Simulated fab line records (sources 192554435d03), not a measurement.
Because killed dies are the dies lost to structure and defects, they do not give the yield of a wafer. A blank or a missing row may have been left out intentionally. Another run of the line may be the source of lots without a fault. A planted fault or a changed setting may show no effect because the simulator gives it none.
Which tool was responsible? / flow n5-finfet / route of 1938 steps, sampled at 1 step: 6 lots, 18 wafers

== WHAT EACH GAUGE READ, for each wafer ==
N5_BEOL_M13_INSPECT_55: inspects for defects (darkfield).
lot=L887; measured=day 11 08:29; on=defect-inspect-01; raw-defect-count=51 63 76
lot=L891; measured=day 12 01:43; on=defect-inspect-02; raw-defect-count=68 61 63
lot=L894; measured=day 12 11:23; on=defect-inspect-01; raw-defect-count=64 86 94
lot=L901; measured=day 15 04:06; on=defect-inspect-01; raw-defect-count=65 81 57
lot=L906; measured=day 16 01:37; on=defect-inspect-02; raw-defect-count=62 33 29
lot=L908; measured=day 16 03:47; on=defect-inspect-01; raw-defect-count=40 57 39

== TOOL THAT RAN EACH LOT (tool first, then ch and the chambers of the sampled wafers, then the start) ==
There is no process step in the record ahead of these readings.

== THE ANSWER, worked out from the rows above alone ==
Rule: the lots themselves supply what counts as usual. Put in order of their means at a reading, lots are off if they are a third of the lots or fewer, leave a main group of 4 or more, and stand apart from it by a gap of 3 or more times the standard deviation of the main group's means; of several such gaps the widest counts. If all means in a main group match to the digits the tables above print for the reading, that group is not used. Also off: a lot with no number at a reading for which 4 or more lots have one. Where the step has rows for the other lots, those lots are counted as sound.
No lot is off on any of the readings shown, so nothing can be concluded from this.

== WHAT HAD BEEN PUT IN BY THE SIMULATOR ==
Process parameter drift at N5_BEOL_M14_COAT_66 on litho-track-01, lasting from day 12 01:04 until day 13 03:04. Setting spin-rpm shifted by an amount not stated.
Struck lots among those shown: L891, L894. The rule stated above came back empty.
